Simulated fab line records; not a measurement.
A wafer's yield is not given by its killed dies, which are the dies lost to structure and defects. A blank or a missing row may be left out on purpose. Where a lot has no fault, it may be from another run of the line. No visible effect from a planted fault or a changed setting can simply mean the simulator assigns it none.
fab line records	flow nand-harc
record lots=5	wafers=15	last-day=24
route steps=1159 shown A_BONDPAD@1067 HYBRID_BOND@1094 THIN_TSV@1101 END@1159
lots untouched by any fault: they come from a run of this same line in which no faults occurred
start-h: the number of hours between the record's first day and the start of the first shown wafer of the lot	wait-h: how many hours have passed since the lot's step before this one	" as in the row above	L1.1+2: one row covering several wafers at once	- no value present, or no start provided	* or withheld: withheld	< > ~ a bound
route shown NAME@n: a module of which the file shows steps, and the number in the route of the first	usual: mean/standard deviation taken from wafers without a fault	same: alike in all rows	chamber/n: place in a boat	sites: each site's reading	_std_site: standard deviation of those values	_edge_site: outer sites' mean less inner sites'	radius-mm: how far each site lies from the wafer's centre	mask NAME#n: copy n	behind: tool/chamber where the wafer was last shaped	hold: cause of the lot's hold/its duration in hours/its outcome	device: the n, p or np transistor that did not switch	end of line: tests run on the same wafers once the route is complete	for a step that has no rows: nothing shown but its recipe	killed: at the first sort, the dies lost to defects and structure; wafer yield is something else	map: per-die view of a wafer (x killed, . not killed, _ where there is no die)
set.NAME: the setting the step ran with; set.NAME@STEP: the setting that earlier step ran with	model.NAME: the simulator's own value behind a step, which no gauge read
lots at some steps of the route; a table a step, a row a wafer
services: a tool's chamber out of use, with start hour (start-h, from the record's first day; less than 0 if before it), hours out, and reason
## steps
# step NHARC_A_BONDPAD_SOFTBAKE_04
# recipe temp-c=125	time-s=70
# step NHARC_A_BONDPAD_EBR_05
# step NHARC_A_BONDPAD_EXPOSE_06
# recipe na=0.55	dose-mj=36.99	mask-id=A_BPAD
# step NHARC_A_BONDPAD_PEB_07
# recipe peb-temp-c=128	peb-time-s=80
# step NHARC_A_BONDPAD_DEVELOP_08
# recipe time-s=50	dev-temp-c=22
# step NHARC_A_BONDPAD_CD_MEAS_09
# recipe target-cd-nm=500	landing-energy-ev=500
# usual cd-nm=500.3/1.6
lot.wafer	tool	chamber	start-h	wait-h	cd-nm
L436.4	cd-sem-03	0	394.20	-	504.6
L436.5	"	0	"	"	502.5
L436.6	"	0	"	"	501.8
L438.1	cd-sem-03	0	415.62	-	499.6
L438.2	"	0	"	"	499.1
L438.4	"	0	"	"	497.2
L451.1	cd-sem-01	0	510.31	-	501.3
L451.5	"	0	"	"	499.2
L451.6	"	0	"	"	499.2
L456.1	cd-sem-02	0	526.28	-	500.7
L456.2	"	0	"	"	503.3
L456.5	"	0	"	"	503.5
L458.2	cd-sem-02	0	538.27	-	499.5
L458.5	"	0	"	"	499.2
L458.6	"	0	"	"	498.5
# step NHARC_A_BONDPAD_OVL_MEAS_35
# usual overlay-x-nm=2/6	overlay-y-nm=-2/5.7
lot.wafer	tool	chamber	start-h	wait-h	overlay-x-nm	overlay-y-nm
L436.4	overlay-01	-	394.28	-	9	-2
L436.5	"	-	"	"	10	-2
L436.6	"	-	"	"	9	-2
L438.1	overlay-02	-	415.71	-	7	1
L438.2	"	-	"	"	7	1
L438.4	"	-	"	"	8	0
L451.1	overlay-02	-	510.40	-	3	2
L451.5	"	-	"	"	3	2
L451.6	"	-	"	"	3	3
L456.1	overlay-01	-	526.37	-	10	-1
L456.2	"	-	"	"	10	-2
L456.5	"	-	"	"	10	-2
L458.2	overlay-01	-	538.36	-	3	5
L458.5	"	-	"	"	3	6
L458.6	"	-	"	"	3	6
# step NHARC_A_BONDPAD_HARDBAKE_10
# recipe temp-c=118	time-s=65
# step NHARC_A_BONDPAD_DESCUM_11
# recipe time-s=3	o2-flow-sccm=200	ar-flow-sccm=0	bias-power-w=0	chemistry=O2
# step NHARC_A_BONDPAD_ETCH_34
# recipe target-depth-a=600	overetch-a=180	time-s=65.91	ion-energy-ev=200	n2-flow-sccm=150	h2-flow-sccm=150	ar-flow-sccm=0	rf-w=400	bias-w=150	chemistry=N2/H2
# usual drypump-motor-current-A=6.0/0.37	oes-product-au=1.000/0.0088	rf-vpp-V=431.2/1.9	showerhead-plenum-p-Torr=2.07/0.064	throttle-valve-pct=14.170/0.008
lot.wafer	tool	chamber	start-h	wait-h	drypump-motor-current-A	oes-product-au	rf-hours-counter-h	rf-vpp-V	showerhead-plenum-p-Torr	throttle-valve-pct
L436.4	rie-diel-10	2	394.50	0.1	6.5	0.987	2	429.8	2.00	14.170
L436.5	"	0	"	"	5.6	0.986	-	431.9	2.06	14.174
L436.6	"	1	"	"	6.2	0.988	-	430.4	2.09	14.171
L438.1	rie-diel-10	3	415.93	0.1	5.9	0.992	2	430.8	2.04	14.174
L438.4	"	0	"	"	5.6	1.003	2	432.0	2.06	14.173
L438.2	"	1	"	"	6.2	1.004	2	431.7	2.09	14.171
L451.1	rie-diel-08	1	510.70	0.1	5.6	1.011	12	434.1	2.21	14.158
L451.5	"	2	"	"	5.3	1.011	-	434.5	2.17	14.170
L451.6	"	3	"	"	5.4	1.010	-	428.2	1.94	14.181
L456.1	rie-diel-10	2	526.58	0.1	6.5	1.000	7	429.4	2.00	14.173
L456.2	"	3	"	"	5.9	1.004	7	430.9	2.04	14.171
L456.5	"	2	"	"	6.5	1.001	-	429.2	2.00	14.161
L458.2	rie-diel-08	0	538.57	0.1	6.2	0.995	23	432.0	2.09	14.171
L458.6	"	3	"	"	5.5	1.015	-	427.9	1.94	14.166
L458.5	"	0	"	"	6.2	1.002	-	431.6	2.09	14.171
# step NHARC_A_BONDPAD_ETCH_12
# recipe target-depth-a=2200	time-s=110	chf3-flow-sccm=50	o2-flow-sccm=10	ar-flow-sccm=200	rf-w=500	bias-w=200	chemistry=CHF3/O2
# usual drypump-motor-current-A=6.0/0.38	oes-product-au=0.943/0.022	rf-vpp-V=371.3/1.7	showerhead-plenum-p-Torr=2.43/0.069	throttle-valve-pct=20.572/0.0091
lot.wafer	tool	chamber	start-h	wait-h	drypump-motor-current-A	oes-product-au	rf-hours-counter-h	rf-vpp-V	showerhead-plenum-p-Torr	throttle-valve-pct
L436.4	rie-diel-10	2	-	-	6.5	0.968	2	370.2	2.36	20.565
L436.6	"	2	"	"	6.5	0.978	-	369.7	2.36	20.577
L436.5	"	3	"	"	5.9	0.973	-	369.8	2.40	20.576
L438.4	rie-diel-10	1	-	-	6.2	0.954	2	372.7	2.46	20.575
L438.1	"	2	"	"	6.5	0.970	2	370.0	2.36	20.573
L438.2	"	3	"	"	5.9	0.979	2	369.9	2.40	20.566
L451.1	rie-diel-08	2	-	-	5.3	0.954	12	373.3	2.54	20.570
L451.5	"	3	"	"	5.4	0.959	-	368.3	2.29	20.554
L451.6	"	0	"	"	6.2	0.953	-	372.2	2.46	20.561
L456.1	rie-diel-10	0	-	-	5.6	0.913	6	370.5	2.42	20.580
L456.2	"	1	"	"	6.2	0.918	6	372.8	2.46	20.581
L456.5	"	0	"	"	5.6	0.919	-	370.3	2.42	20.560
L458.2	rie-diel-08	0	-	-	6.2	0.925	23	371.9	2.45	20.575
L458.5	"	3	"	"	5.5	0.917	-	368.1	2.29	20.575
L458.6	"	0	"	"	6.2	0.919	-	372.9	2.45	20.580
# step NHARC_A_BONDPAD_CD_MEAS_13
# usual cd-nm=499.9/1.8
lot.wafer	tool	chamber	start-h	wait-h	cd-nm
L436.4	cd-sem-02	-	394.73	-	504.1
L436.5	"	-	"	"	502.4
L436.6	"	-	"	"	501.5
L438.1	cd-sem-03	-	416.16	-	498.7
L438.2	"	-	"	"	498.8
L438.4	"	-	"	"	496.4
L451.1	cd-sem-02	-	510.92	-	499.6
L451.5	"	-	"	"	498.7
L451.6	"	-	"	"	498.3
L456.1	cd-sem-01	-	526.80	-	500.0
L456.2	"	-	"	"	502.1
L456.5	"	-	"	"	503.1
L458.2	cd-sem-02	-	538.80	-	498.9
L458.5	"	-	"	"	497.8
L458.6	"	-	"	"	497.2
# step NHARC_A_BONDPAD_STRIP_15
# recipe o2-flow-sccm=500	ar-flow-sccm=0	bias-w=0	chemistry=O2
# usual drypump-motor-current-A=6.0/0.39	oes-product-au=0.998/0.0069	rf-vpp-V=57.9/0.88	showerhead-plenum-p-Torr=3.58/0.095	throttle-valve-pct=17.036/0.0094
lot.wafer	tool	chamber	start-h	wait-h	drypump-motor-current-A	oes-product-au	rf-hours-counter-h	rf-vpp-V	showerhead-plenum-p-Torr	throttle-valve-pct
L436.4	rie-diel-10	1	394.81	0.1	6.2	0.998	2	58.0	3.61	17.032
L436.5	"	0	"	"	5.6	0.997	-	57.0	3.55	17.033
L436.6	"	1	"	"	6.2	0.999	-	58.9	3.61	17.031
L438.2	rie-diel-05	2	416.25	0.1	6.2	1.004	13	58.8	3.63	17.041
L438.1	"	3	"	"	5.9	0.999	14	57.7	3.70	17.028
L438.4	"	0	"	"	6.3	1.003	14	58.8	3.67	17.040
L451.1	rie-diel-10	0	511.03	0.1	5.6	1.000	5	57.6	3.55	17.022
L451.6	"	2	"	"	6.5	0.996	-	57.8	3.46	17.057
L451.5	"	3	"	"	5.9	0.998	-	57.8	3.52	17.026
L456.2	rie-diel-10	2	526.90	0.1	6.5	1.001	7	57.0	3.46	17.015
L456.1	"	3	"	"	5.9	1.000	7	58.3	3.52	17.041
L456.5	"	1	"	"	6.2	1.003	-	57.8	3.61	17.028
L458.2	rie-diel-08	3	538.90	0.1	5.5	0.991	22	57.2	3.37	17.047
L458.5	"	2	"	"	5.3	0.999	-	58.2	3.72	17.036
L458.6	"	3	"	"	5.4	0.984	-	55.4	3.37	17.040
# step NHARC_A_BONDPAD_ETCH_24
# recipe target-depth-a=300	over-etch-frac=0.3	time-s=72.99	ion-energy-ev=150	cf4-flow-sccm=50	n2-flow-sccm=100	ar-flow-sccm=150	rf-w=300	bias-w=100	chemistry=CF4/N2
# step NHARC_A_BONDPAD_STRIP_16
# recipe time-s=600	temp-c=30	chemistry=post-etch-residue-remover
# step NHARC_A_BONDPAD_DEGAS_25
# recipe temp-c=300	time-s=60
# usual heater-power-w=447/28	susceptor-temp-C=299.99/0.2
lot.wafer	tool	chamber	start-h	wait-h	heater-power-w	susceptor-temp-C
L436.4	pvd-sputter-03	-	395.37	-	469	300.22
L436.5	"	-	"	"	453	299.99
L436.6	"	-	"	"	465	300.07
L438.2	pvd-sputter-03	-	416.78	-	465	300.11
L438.4	"	-	"	"	470	300.26
L438.1	"	-	"	"	443	299.77
L451.1	pvd-sputter-03	-	511.55	-	449	-
L451.5	"	-	"	"	483	-
L451.6	"	-	"	"	465	-
L456.1	pvd-sputter-01	-	527.43	-	456	-
L456.2	"	-	"	"	438	-
L456.5	"	-	"	"	456	-
L458.2	pvd-sputter-01	-	539.45	-	454	300.03
L458.5	"	-	"	"	500	300.06
L458.6	"	-	"	"	403	300.15
# step NHARC_A_BONDPAD_PRE_CLEAN_26
# recipe time-s=30	temp-c=280	gas=H2/He
# step NHARC_A_BONDPAD_PVD_17
# recipe target-thk-a=50	bias-v=168.6	power-w=15000	chamber-pressure-pa=0.12	time-s=8.06	substrate-temp-c=50	material=TaN
# step NHARC_A_BONDPAD_PVD_27
# recipe target-thk-a=300	chamber-pressure-pa=5	power-w=5000	substrate-temp-c=30	time-s=20.49	material=Cu
# usual substrate-temp-c=29.99/0.11	throttle-valve-pct=29.9/1
lot.wafer	tool	chamber	start-h	wait-h	substrate-temp-c	throttle-valve-pct
L436.4	pvd-sputter-03	-	-	-	29.91	28.4
L436.5	"	-	"	"	30.07	31.9
L436.6	"	-	"	"	29.96	29.2
L438.1	pvd-sputter-03	-	-	-	29.96	28.1
L438.2	"	-	"	"	29.92	31.8
L438.4	"	-	"	"	29.98	30.2
L451.1	pvd-sputter-03	-	-	-	29.98	31.6
L451.6	"	-	"	"	29.89	30.0
L451.5	"	-	"	"	30.10	28.1
L456.1	pvd-sputter-01	-	-	-	29.93	27.8
L456.2	"	-	"	"	30.05	30.6
L456.5	"	-	"	"	30.08	27.7
L458.2	pvd-sputter-01	-	-	-	29.94	27.6
L458.6	"	-	"	"	30.07	27.8
L458.5	"	-	"	"	30.11	27.8
# step NHARC_A_BONDPAD_ECD_18
# recipe target-thk-a=4000	bath-temp-c=25	material=Cu
# step NHARC_A_BONDPAD_ANNEAL_28
# recipe temp-c=225	time-s=90
# step NHARC_A_BONDPAD_CMP_19
# recipe t-overpolish-s=30	cu-recess-touch-s=16	target-thk-nm=169.8
# usual motor-current-A=12.6/1.1	overpolish-run-s=30.000/0.0088
lot.wafer	tool	chamber	start-h	wait-h	motor-current-A	overpolish-run-s
L436.4	cmp-02	1	396.52	-	10.1	30.007
L436.6	"	2	"	"	12.6	29.990
L436.5	"	3	"	"	12.9	30.007
L438.4	cmp-01	3	417.86	-	12.2	29.999
L438.2	"	0	"	"	11.9	29.989
L438.1	"	2	"	"	12.6	30.002
L451.1	cmp-01	2	513.01	-	13.2	29.984
L451.5	"	1	"	"	14.0	29.989
L451.6	"	2	"	"	13.6	29.995
L456.1	cmp-04	0	528.65	-	11.5	30.008
L456.2	"	1	"	"	12.7	30.011
L456.5	"	1	"	"	13.8	30.016
L458.2	cmp-02	3	540.52	-	12.7	29.988
L458.6	"	3	"	"	13.1	30.008
L458.5	"	0	"	"	12.6	29.988
# step NHARC_A_BONDPAD_THK_MEAS_20
# recipe thk-meas-gauge=xrf
# usual thk-nm=169.8/1.2
lot.wafer	tool	chamber	start-h	wait-h	thk-nm
L436.4	film-metro-01	-	396.76	-	170.0
L436.5	"	-	"	"	170.3
L436.6	"	-	"	"	169.0
L438.1	film-metro-02	-	418.19	-	172.4
L438.2	"	-	"	"	169.1
L438.4	"	-	"	"	169.7
L451.1	film-metro-01	-	513.30	-	169.6
L451.5	"	-	"	"	173.2
L451.6	"	-	"	"	169.7
L456.1	film-metro-02	-	528.97	-	167.9
L456.2	"	-	"	"	167.9
L456.5	"	-	"	"	171.4
L458.2	film-metro-01	-	540.85	-	170.0
L458.5	"	-	"	"	170.5
L458.6	"	-	"	"	169.5
# step NHARC_A_BONDPAD_SRD_21
# recipe time-s=30	temp-c=23	dry-time-s=20	spin-rpm=1500
# step NHARC_HYBRID_BOND_ACTIVATE_00
# recipe time-s=60	n2-flow-sccm=200	ar-flow-sccm=0	bias-power-w=0	chemistry=N2
# step NHARC_HYBRID_BOND_PRECLEAN_01
# recipe time-s=300	temp-c=23	chemistry=DIW
# step NHARC_HYBRID_BOND_SRD_02
# recipe time-s=30	temp-c=23	dry-time-s=20	spin-rpm=1500
# step NHARC_HYBRID_BOND_BOND_03
# recipe temp-c=25
# step NHARC_HYBRID_BOND_ANNEAL_04
# recipe temp-c=300	time-s=7200	ramp-up-c-per-min=5	ramp-down-c-per-min=3	idle-temp-c=100	pressure-atm=1
# step NHARC_HYBRID_BOND_OVL_MEAS_05
# usual overlay-x-nm=1/33	overlay-y-nm=2/36
lot.wafer	tool	chamber	start-h	wait-h	overlay-x-nm	overlay-y-nm
L436.4	overlay-02	-	409.85	0.4	18	-83
L436.5	"	-	"	"	-4	-1
L436.6	"	-	"	"	23	15
L438.1	overlay-01	-	428.17	0.4	-2	-18
L438.2	"	-	"	"	-5	27
L438.4	"	-	"	"	-10	18
L451.1	overlay-01	-	522.50	0.4	44	51
L451.5	"	-	"	"	50	30
L451.6	"	-	"	"	-56	-30
L456.1	overlay-01	-	540.72	0.4	-4	43
L456.2	"	-	"	"	7	-29
L456.5	"	-	"	"	11	32
L458.2	overlay-02	-	549.66	0.4	55	14
L458.5	"	-	"	"	-14	31
L458.6	"	-	"	"	-9	24
# step NHARC_THIN_TSV_GRIND_00
# recipe target-thk-um=6
# step NHARC_THIN_TSV_CMP_01
# recipe target-thk-um=3
# step NHARC_THIN_TSV_THK_MEAS_02
# recipe thk-meas-gauge=ir
# usual thk-nm=3018/220
lot.wafer	tool	chamber	start-h	wait-h	thk-nm
L436.4	film-metro-02	-	411.55	-	2978
L436.5	"	-	"	"	3004
L436.6	"	-	"	"	3319
L438.1	film-metro-01	-	434.72	0.2	3119
L438.2	"	-	"	"	2748
L438.4	"	-	"	"	3046
L451.1	film-metro-02	-	525.39	-	3170
L451.5	"	-	"	"	3285
L451.6	"	-	"	"	3114
L456.1	film-metro-01	-	542.40	-	2817
L456.2	"	-	"	"	3202
L456.5	"	-	"	"	3065
L458.2	film-metro-02	-	551.35	-	3071
L458.5	"	-	"	"	3082
L458.6	"	-	"	"	2964
# step NHARC_THIN_TSV_SRD_03
# step NHARC_THIN_TSV_PRECLEAN_41
# recipe time-s=*	temp-c=50	bath-age-min=0	chemistry=SC1
# step NHARC_THIN_TSV_SRD_42
# step NHARC_THIN_TSV_DEP_43
# recipe target-thk-a=13285	temp-c=withheld	pressure-torr=6.5	rf-w=900	teos-flow-sccm=161.4	flow-sccm=2650	target-thk-nm=1328.5	gas=O2	material=SiO2
# step NHARC_THIN_TSV_DEHYDRATE_04
# recipe temp-c=150	time-s=120
# step NHARC_END_SORT_01
# recipe temp-c=25
# usual defect-limited-yield=95.4/1.4	killed-at-array=27/10	killed-at-other=0.6/1	killed-at-periphery=3.4/2.7	killed-dies=31/9.7	killed-open=3.4/1.7	killed-short=2.2/1.5	sort_bin_2_pct=1.4/0.57	sort_bin_3_pct=0.25/0.23	sort_bin_4_pct=3.0/0.94	sort-n-pass=646/9.7	sort-rim-yield-pct=95.3/3	sort-yield-pct=95.4/1.4
# same gross-dies=677	sort_bin_5_pct[%]=0	sort_bin_6_pct[%]=0	sort_bin_7_pct[%]=0	sort_bin_8_pct[%]=0	sort-rim-n-gross=106.00
lot.wafer	tool	chamber	start-h	wait-h	defect-limited-yield[%]	killed-at-array	killed-at-other	killed-at-periphery	killed-dies	killed-open	killed-short	sort_bin_2_pct[%]	sort_bin_3_pct[%]	sort_bin_4_pct[%]	sort-n-pass	sort-rim-yield-pct[%]	sort-yield-pct[%]
L436.4	prober-01	0	430.94	3.4	93.5	39	3	2	44	6	1	2.2	0.44	3.8	633	97.2	93.5
L436.5	prober-01	0	431.74	3.7	94.5	34	2	1	37	1	3	1.6	0.44	3.4	640	98.1	94.5
L436.6	prober-01	0	432.55	4.0	94.4	33	0	5	38	4	4	1.9	0.74	3.0	639	90.6	94.4
L438.1	prober-01	0	458.17	2.5	96.8	19	0	3	22	2	8	1.0	0.30	1.9	655	99.1	96.8
L438.2	prober-01	0	458.96	2.8	96.8	14	0	8	22	2	2	1.0	0	2.2	655	98.1	96.8
L438.4	prober-01	0	460.54	3.4	96.6	15	1	7	23	6	1	1.3	0	2.1	654	98.1	96.6
L451.1	prober-01	0	540.63	2.5	96.0	26	0	1	27	0	0	2.4	0.15	1.5	650	95.3	96.0
L451.5	prober-01	0	543.88	3.7	96.8	19	0	3	22	4	3	0.9	0.15	2.2	655	95.3	96.8
L451.6	prober-01	0	544.69	4.1	94.7	35	0	1	36	1	2	1.5	0	3.8	641	94.3	94.7
L456.1	prober-01	0	562.76	2.5	89.1	70	0	4	74	2	2	4.6	1.62	4.7	603	82.1	89.1
L456.2	prober-01	0	563.58	2.8	83.9	109	0	0	109	4	4	6.8	3.10	6.2	568	96.2	83.9
L456.5	prober-01	0	566.02	3.8	90.1	67	0	0	67	3	2	4.6	1.77	3.5	610	84.9	90.1
# killed by level:class
L436.4 A_CHANNEL_HOLE_D1:chamber-film-flake=15 A_SLIT:chamber-film-flake=8 A_STAIRCASE:chamber-film-flake=4 A_SGD_CUT:chamber-film-flake=3 THIN_TSV:chamber-film-flake=3 A_WL_FILL:geometric-particle:open=2 A_M0:geometric-particle:open=2 A_CONTACT:chamber-film-flake=2
L436.5 A_CHANNEL_HOLE_D1:chamber-film-flake=12 A_SLIT:chamber-film-flake=9 A_SGD_CUT:chamber-film-flake=4 A_CONTACT:chamber-film-flake=3 THIN_TSV:chamber-film-flake=2 A_SOURCE_PLATE:geometric-particle:short=1 A_ONON_D1:geometric-particle:short=1 A_CONTACT:geometric-particle:open=1
L436.6 A_CHANNEL_HOLE_D1:chamber-film-flake=13 A_SLIT:chamber-film-flake=7 A_CONTACT:geometric-particle:short=2 P_STI:chamber-film-flake=2 A_ZERO_WELL:chamber-film-flake=2 A_SGD_CUT:chamber-film-flake=2 P_GATE:geometric-particle:open=1 P_M1:geometric-particle:open=1
L438.1 A_STAIRCASE:chamber-film-flake=7 A_WL_FILL:geometric-particle:short=4 A_CHANNEL_FILL_D1:geometric-particle:short=3 P_CONTACT:chamber-film-flake=3 A_ONON_D1:geometric-particle:short=1 A_CHANNEL_FILL_D1:geometric-particle:open=1 A_BLC:geometric-particle:open=1 A_CHANNEL_HOLE_D1:chamber-film-flake=1
L438.2 A_STAIRCASE:chamber-film-flake=7 P_CONTACT:chamber-film-flake=5 A_CHANNEL_HOLE_D1:chamber-film-flake=3 A_WL_FILL:geometric-particle:short=2 P_GATE:chamber-film-flake=2 P_CONTACT:geometric-particle:open=1 A_WL_FILL:geometric-particle:open=1 A_CONTACT:chamber-film-flake=1
L438.4 P_CONTACT:chamber-film-flake=6 A_STAIRCASE:chamber-film-flake=5 A_BLC:geometric-particle:open=3 A_CONTACT:geometric-particle:open=2 A_CHANNEL_HOLE_D1:chamber-film-flake=2 P_M0:geometric-particle:open=1 A_CHANNEL_FILL_D1:geometric-particle:short=1 THIN_TSV:chamber-film-flake=1
L451.1 A_SLIT:chamber-film-flake=15 A_CHANNEL_HOLE_D1:chamber-film-flake=5 A_CONTACT:chamber-film-flake=5 P_GATE:chamber-film-flake=1 A_CHANNEL_FILL_D1:chamber-film-flake=1
L451.5 A_SLIT:chamber-film-flake=7 A_CHANNEL_HOLE_D1:chamber-film-flake=4 A_CONTACT:chamber-film-flake=3 A_WL_FILL:geometric-particle:short=2 P_STI:geometric-particle:open=1 P_STI:geometric-particle:short=1 P_CONTACT:geometric-particle:open=1 A_CHANNEL_FILL_D1:geometric-particle:open=1
L451.6 A_SLIT:chamber-film-flake=19 A_CHANNEL_HOLE_D1:chamber-film-flake=8 A_CONTACT:chamber-film-flake=4 A_ONON_D1:geometric-particle:short=1 A_CHANNEL_FILL_D1:geometric-particle:short=1 A_CONTACT:geometric-particle:open=1 P_STI:chamber-film-flake=1 A_M1:chamber-film-flake=1
L456.1 A_BONDPAD:unspecified=44 A_CHANNEL_HOLE_D1:chamber-film-flake=16 A_STAIRCASE:chamber-film-flake=4 A_CONTACT:chamber-film-flake=3 P_STI:geometric-particle:short=1 P_M0:geometric-particle:open=1 A_ONON_D1:geometric-particle:open=1 A_ONON_D1:geometric-particle:short=1
L456.2 A_BONDPAD:unspecified=76 A_CHANNEL_HOLE_D1:chamber-film-flake=20 A_CONTACT:geometric-particle:short=2 A_STAIRCASE:chamber-film-flake=2 A_CONTACT:chamber-film-flake=2 A_ONON_D1:geometric-particle:short=1 A_CHANNEL_FILL_D1:geometric-particle:open=1 A_WL_FILL:geometric-particle:short=1
L456.5 A_BONDPAD:unspecified=41 A_CHANNEL_HOLE_D1:chamber-film-flake=18 A_WL_FILL:geometric-particle:short=2 A_ONON_D1:geometric-particle:open=1 A_CHANNEL_FILL_D1:geometric-particle:open=1 A_WL_FILL:geometric-particle:open=1 A_SLIT:chamber-film-flake=1 A_STAIRCASE:chamber-film-flake=1
# map L456.2 (x killed, . not)
____________.____________
_________......._________
_______..........._______
______.............______
_____...........x..._____
____...........xx....____
____........x.xxx.x..____
___.......x.xxxxxxx..x___
___.........xxxxxxx...___
__.........xxxxxxxx....__
__........x.xxxxxx..x..__
_.......x...xxxxxx.x...._
_...........xxxxxxx.x..._
_...........xxxxxxxx...._
_............xxxxxxx...._
_...........xxxxxx...x.._
..............xx.x...x...
............x...x.xx.....
................xx.......
x.............xx...x.....
..............xxxxx......
_...............x......._
_.............xxxxx....._
_...............x..x...._
_................x......_
_......................._
__.....................__
__.....................__
___...................___
___...................___
____.................____
____.................____
_____.x............._____
______.......x.....______
_______..........._______
_________...x..._________
____________.____________
# map L436.4 (x killed, . not)
____________.____________
_________......._________
_______..........._______
______.............______
_____.x............._____
____.................____
____.................____
___...................___
___....x..............___
__.....................__
__.....................__
_....x...x..x..........._
_......................._
_........x.............._
_....................x.._
_.....................x._
.....................x..x
......x..................
.......x........xx.......
................x...x....
....x..........xxx..x....
_..x........x.x......xxx_
_....x......x....x.x...._
_....x..........xxx.x..._
_.......x........xx....._
_....x.................._
__.....x..........x....__
__.....................__
___...................___
___........x..........___
____.................____
____.................____
_____..........x...._____
______.............______
_______..........._______
_________......._________
____________.____________
## services
tool	chamber	start-h	hours	kind
cmp-01	-	375.57	4.0	pm
pvd-sputter-03	-	390.24	1.1	repair
cmp-04	-	397.31	0.6	repair
cmp-04	-	399.00	4.0	pm
cmp-02	-	399.22	1.4	repair
pvd-sputter-03	-	408.89	3.2	repair
cmp-04	-	414.31	3.6	repair
rie-diel-08	2	418.57	3.9	repair
cmp-02	-	423.52	4.0	pm
pvd-sputter-03	-	428.79	1.3	repair
pvd-sputter-01	-	433.13	3.4	repair
rie-diel-05	3	433.93	4.6	repair
cmp-01	-	440.55	3.1	repair
rie-diel-08	2	440.89	3.3	repair
cmp-02	-	450.43	0.4	repair
pvd-sputter-01	-	450.94	5.8	repair
pvd-sputter-03	-	458.00	10.0	pm
cmp-01	-	473.57	4.0	pm
rie-diel-08	-	479.31	9.0	pm
pvd-sputter-03	-	494.36	1.8	repair
pvd-sputter-01	-	514.05	10.0	pm
cmp-02	-	521.52	4.0	pm
pvd-sputter-03	-	528.21	18.2	repair
rie-diel-10	-	530.50	9.0	pm
## key
first-sign step=NHARC_END_SORT_01	reading=killed-at-array	direction=up	sigmas=5.4	usual=27	struck=82
effect step=NHARC_END_SORT_01	reading=defect-limited-yield	direction=down	sigmas=5.4	usual=95.4	struck=87.7
more-kills-born-at NHARC_A_BONDPAD_STRIP_15@rie-diel-10=161
met-at NHARC_A_BONDPAD_STRIP_15
struck-wafers L456.1,L456.2,L456.5
onset-between 511.03 526.90
also-fits NHARC_A_BONDPAD_ETCH_34:rie-diel-10,NHARC_A_BONDPAD_ETCH_12:rie-diel-10,NHARC_A_BONDPAD_CMP_19:cmp-04
fault kind=chamber-particle-source	tool=rie-diel-10	chamber=-	onset-h=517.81	steps=NHARC_A_BONDPAD_STRIP_15	rate-per-visit-cm2=0.49722
